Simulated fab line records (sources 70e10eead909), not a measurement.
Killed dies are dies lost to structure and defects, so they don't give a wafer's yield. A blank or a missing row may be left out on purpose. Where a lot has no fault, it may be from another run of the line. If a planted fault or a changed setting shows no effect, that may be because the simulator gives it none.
Chamber matching -- flow nand-harc -- 4 sister chambers for NHARC_A_M1_ETCH_35 on rie-diel-02
The step etches the open film in N2/H2, target depth 40 nm, overetch 12 nm, time 43.94 s. 8 wafers are shown with their chamber, then 8 later ones without.

== WAFERS, EACH WITH ITS CHAMBER ==
wafer,chamber,drypump-motor-current-A (A),rf-vpp-V (V)
L074.5,2,5.69,428.5
L076.4,2,5.70,429.3
L080.4,3,5.74,429.3
L079.5,0,5.51,432.9
L087.1,3,5.73,430.4
L087.2,1,5.99,427.1
L087.5,1,5.97,429.0
L090.1,0,5.53,432.6

== WAFERS WHOSE CHAMBER IS MISSING ==
wafer,drypump-motor-current-A (A),rf-vpp-V (V)
L090.3,5.93,427.4
L090.5,5.99,428.0
L096.3,5.67,429.1
L096.5,5.93,430.0
L096.6,5.52,432.1
L097.2,5.65,428.3
L097.3,5.97,429.1
L097.6,5.70,427.4

== THE CHAMBER EACH PASSED THROUGH ==
wafer,from the rows above,in truth
L090.3,1,1
L090.5,1,1
L096.3,2,2
L096.5,1,1
L096.6,0,0
L097.2,2,2
L097.3,1,1
L097.6,2,2
Correct placement for 8 of the 8. From these rows, 0 cannot be placed. 0 placed wrongly.
How it was worked out, from the rows above alone: a wafer's distance from a chamber is the root of the sum, over the readings, of the square of ((its reading less the chamber's mean) divided by the reading's scatter). If the next closest chamber is less than 2 further off than the closest, the wafer can't be placed; otherwise it belongs to the closest. A chamber's mean is the mean of its shown wafers. The scatter: take each reading less its chamber's mean, square it, sum over the shown wafers, divide by the number of wafers less the number of chambers, and take the root.
